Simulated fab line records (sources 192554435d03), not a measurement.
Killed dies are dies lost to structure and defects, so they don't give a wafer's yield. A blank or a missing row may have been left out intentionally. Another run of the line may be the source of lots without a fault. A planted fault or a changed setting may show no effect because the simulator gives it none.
Matching of chambers + flow n5_finfet + N5_BEOL_M10_STRIP_36 on rie_diel-05 has 3 sister chambers
The step strips in N2/H2. 3 wafers are shown with their chamber, then 7 later ones without.

WAFERS PAIRED WITH THEIR CHAMBERS
| wafer  | chamber | throttle_valve_pct (%) |
|--------|---------|------------------------|
| L089.1 | 0       | 23.8                   |
| L089.2 | 1       | 23.3                   |
| L089.3 | 2       | 24.7                   |

WAFERS WITHOUT THEIR CHAMBER
| wafer  | throttle_valve_pct (%) |
|--------|------------------------|
| L090.1 | 23.8                   |
| L090.5 | 24.8                   |
| L092.1 | 23.8                   |
| L092.2 | 23.4                   |
| L092.4 | 24.8                   |
| L096.4 | 24.8                   |
| L096.5 | 23.8                   |

WHICH CHAMBER EACH ONE RAN IN
| wafer  | from the rows above | in truth |
|--------|---------------------|----------|
| L090.1 | 0                   | 0        |
| L090.5 | 2                   | 2        |
| L092.1 | 0                   | 0        |
| L092.2 | 1                   | 1        |
| L092.4 | 2                   | 2        |
| L096.4 | 2                   | 2        |
| L096.5 | 0                   | 0        |
7 of 7 placed correctly. Left unplaced by these rows: 0. Placed wrongly: 0.
How it was worked out, from the rows above alone: a wafer's distance from a chamber is the root of the sum, over the readings, of the square of ((its reading less the chamber's mean) divided by the reading's scatter). The wafer belongs to the nearest chamber; if the next one is less than 2 further off, it can't be placed. For every chamber, the mean is computed from those of its wafers that are shown. The scatter (one wafer shown for each chamber): square how far every hidden wafer sits from the nearest shown wafer, average those squares and take the square root.
